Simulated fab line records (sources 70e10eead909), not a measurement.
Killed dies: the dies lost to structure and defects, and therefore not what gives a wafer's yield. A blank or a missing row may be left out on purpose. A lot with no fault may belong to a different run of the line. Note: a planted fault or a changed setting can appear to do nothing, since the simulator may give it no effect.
Tool commonality check	flow nand-harc	13 lots and 45 wafers in the sample

## WHY THIS WAS OPENED
On 2 of the 13 lots, a flag is raised at NHARC_A_ONON_D1_THK_MEAS_30 on the reading thk-nm. No-fault wafers: 997 nm, standard deviation 9.9.
Rule: a lot gets a flag if all its wafers with a number sit over 4 standard deviations from that mean, or if no wafer of it has a number. As for the other lots, they are considered sound.

lot	measured	on	thk-nm (nm), wafer by wafer	flag
L441	day 8 13:46	film-metro-01	1000 1001 998	
L442	day 8 17:10	film-metro-01	989 990 988	
L443	day 8 22:44	film-metro-01	1007 1007 1007	
L445	day 9 09:50	film-metro-02	1000 1002 1001	
L448	day 9 18:36	film-metro-02	988 986 985	
L449	day 10 05:02	film-metro-02	995 996 996	
L450	day 10 05:04	film-metro-01	1002 998 999	
L452	day 10 17:04	film-metro-02	995 992 993	
L456	day 12 04:16	film-metro-02	1514 1516 1517 1515 1515 1514	FLAGGED
L458	day 12 04:37	film-metro-02	1512 1512 1512 1514 1513 1511	FLAGGED
L462	day 13 04:10	film-metro-01	975 976 975	
L461	day 13 04:23	film-metro-01	977 977 977	
L464	day 13 22:03	film-metro-02	996 994 994	
The numbers of the flagged lots are 1514 nm on average: +517 nm against the usual, or +52 standard deviations.

## WHICH TOOL RAN EACH LOT
The record holds 1 process step before the reading, out of a route of 1159 steps. Cell contents, in order: the tool; ch with the chambers the sampled wafers went through; the start.
lot	flag	NHARC_A_ONON_D1_DEP_28
L441		pecvd-onon-03 ch 0, day 8 13:16
L442		pecvd-onon-01 ch 0, day 8 16:41
L443		pecvd-onon-03 ch 0, day 8 22:17
L445		pecvd-onon-03 ch 0, day 9 09:23
L448		pecvd-onon-01 ch 0, day 9 18:09
L449		pecvd-onon-03 ch 0, day 10 04:32
L450		pecvd-onon-01 ch 0, day 10 04:40
L452		pecvd-onon-01 ch 0, day 10 16:40
L456	FLAGGED	pecvd-onon-03 ch 0, day 12 03:52
L458	FLAGGED	pecvd-onon-03 ch 0, day 12 04:06
L462		pecvd-onon-01 ch 0, day 13 03:43
L461		pecvd-onon-02 ch 0, day 13 03:59
L464		pecvd-onon-01 ch 0, day 13 21:32
What the steps here do:
- NHARC_A_ONON_D1_DEP_28: target thk 1000 nm.
- NHARC_A_ONON_D1_THK_MEAS_30: measures by ellipsometry.

## FLAGGED AGAINST TOTAL, ONE TOOL AT A TIME (gauges that did the reading follow at the end)
step	tool	lots run	flagged	share of the flagged lots	sound lots run after its first flagged lot
NHARC_A_ONON_D1_DEP_28	pecvd-onon-01	6	0	none	-
NHARC_A_ONON_D1_DEP_28	pecvd-onon-02	1	0	none	-
NHARC_A_ONON_D1_DEP_28	pecvd-onon-03	6	2	all	0
NHARC_A_ONON_D1_THK_MEAS_30	film-metro-01	6	0	none	-
NHARC_A_ONON_D1_THK_MEAS_30	film-metro-02	7	2	all	1 (L464)

## WHAT THE TABLE ALLOWS
In 2 table rows, all flagged lots were run: pecvd-onon-03 (NHARC_A_ONON_D1_DEP_28), film-metro-02 (NHARC_A_ONON_D1_THK_MEAS_30).
- pecvd-onon-03 at NHARC_A_ONON_D1_DEP_28: 2 of its 6 lots flagged. Last sound lot L449 at day 10 04:32, first flagged lot L456 at day 12 03:52; a fault beginning in between fits.
- film-metro-02 at NHARC_A_ONON_D1_THK_MEAS_30: 2 of its 7 lots flagged. Sound lots followed the first flagged one (L464) on it, something a lasting fault affecting the whole tool could not allow.
What remains is a single tool, pecvd-onon-03 at NHARC_A_ONON_D1_DEP_28.

## WHAT THE SIMULATOR PUT IN
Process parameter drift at NHARC_A_ONON_D1_DEP_28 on pecvd-onon-03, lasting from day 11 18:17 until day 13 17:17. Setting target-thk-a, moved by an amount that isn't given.
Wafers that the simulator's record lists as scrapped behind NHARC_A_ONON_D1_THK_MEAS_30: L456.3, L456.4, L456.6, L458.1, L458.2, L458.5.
Lots struck among those shown: L456, L458. The same result came from the rule above.
